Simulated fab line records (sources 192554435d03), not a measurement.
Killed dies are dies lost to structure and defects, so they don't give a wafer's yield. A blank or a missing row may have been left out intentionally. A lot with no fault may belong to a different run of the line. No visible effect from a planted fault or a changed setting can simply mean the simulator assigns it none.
Lot-split experiment | flow n5 finfet | route with 1938 steps; 7 lots, 21 wafers read

SPLIT DETAILS
At N5_BEOL_M7_PECVD_70 (deposits SiO2 from TEOS/O2, target thk 20 nm, time 22.7 s), the setting time s was moved away from the recipe's 22.7 s on 7 of the 21 wafers read, by -7.3% to +11.0%. The other wafers ran this setting at the recipe's value.

The reading is taken at the split's own step.

THE READING
SiO2_of_BEOL_M7_PECVD_70.thk nm (the simulator's own value, which no gauge read), in nm, at N5_BEOL_M7_PECVD_70 (deposits SiO2 from TEOS/O2, target thk 20 nm, time 22.7 s). The file gives no usual value for it. Average 19.9 nm, standard deviation 0.27 nm, over the 14 wafers here run with the recipe.

wafer  | tool, chamber at the split | time s as run, s | against the recipe | SiO2_of_BEOL_M7_PECVD_70.thk nm, nm | against lot-mates on the recipe
L075.2 | pecvd-03, 2                | 21.57            | -5.0%              | 19.2                                | -0.8
L075.6 | pecvd-03, 2                | 21.57            | -5.0%              | 19.2                                | -0.8
L075.3 | pecvd-03, 1                | 22.7             | recipe             | 20                                  | -
L081.2 | pecvd-03, 0                | 22.7             | recipe             | 19.6                                | -
L081.3 | pecvd-03, 1                | 21.05            | -7.3%              | 18                                  | -1.8
L081.6 | pecvd-03, 0                | 22.7             | recipe             | 20                                  | -
L082.2 | pecvd-01, 1                | 24.25            | +6.8%              | 21                                  | no lot-mate on the recipe
L082.5 | pecvd-01, 0                | 24.25            | +6.8%              | 21.6                                | no lot-mate on the recipe
L082.6 | pecvd-01, 1                | 24.25            | +6.8%              | 21.8                                | no lot-mate on the recipe
L083.2 | pecvd-01, 2                | 22.7             | recipe             | 19.6                                | -
L083.3 | pecvd-01, 2                | 22.7             | recipe             | 19.8                                | -
L083.4 | pecvd-01, 0                | 22.7             | recipe             | 20                                  | -
L086.2 | pecvd-02, 2,0              | 22.7             | recipe             | 19.8                                | -
L086.3 | pecvd-02, 2,0              | 22.7             | recipe             | 19.8                                | -
L086.6 | pecvd-02, 0                | 22.7             | recipe             | 20                                  | -
L089.1 | pecvd-01, 0,2              | 22.7             | recipe             | 20.2                                | -
L089.5 | pecvd-01, 0,2              | 22.7             | recipe             | 20.2                                | -
L089.6 | pecvd-01, 0                | 22.7             | recipe             | 20.6                                | -
L093.1 | pecvd-01, 2                | 22.7             | recipe             | 19.6                                | -
L093.3 | pecvd-01, 0                | 25.19            | +11.0%             | 21.6                                | +1.9
L093.4 | pecvd-01, 2                | 22.7             | recipe             | 19.8                                | -
Where a row lists several chambers, the file gives one row for several wafers and doesn't say which wafer went through which chamber.

THE FIT
A straight line over all 21 wafers: SiO2_of_BEOL_M7_PECVD_70.thk nm changes by +0.196 nm for each +1% of time s; r = +0.93; the points scatter about the line by 0.33 nm.
The same after taking each lot's own level away (the mean of its wafers on the recipe; 18 wafers): +0.188 nm for each +1%; r = +0.97; scatter 0.19 nm.
According to that fit, moving time s by its largest amount changes the reading by 2.1 nm.
Across the lots, their own levels run from 19.70 to 20.33 nm, a range of 2.4 times the standard deviation given above.
Consequently the slope shifts little with the lot-to-lot level, the two slopes agreeing.
Check: +2.28 nm against its lot-mates is what the line predicts for one of the wafers moved furthest among these (+11.0%) when that wafer is left out of the fit. It came out at +1.9 nm against them.

FILE'S OWN FIT
SiO2_of_BEOL_M7_PECVD_70.thk nm changes by +0.192 nm for each +1% of time s, r = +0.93.
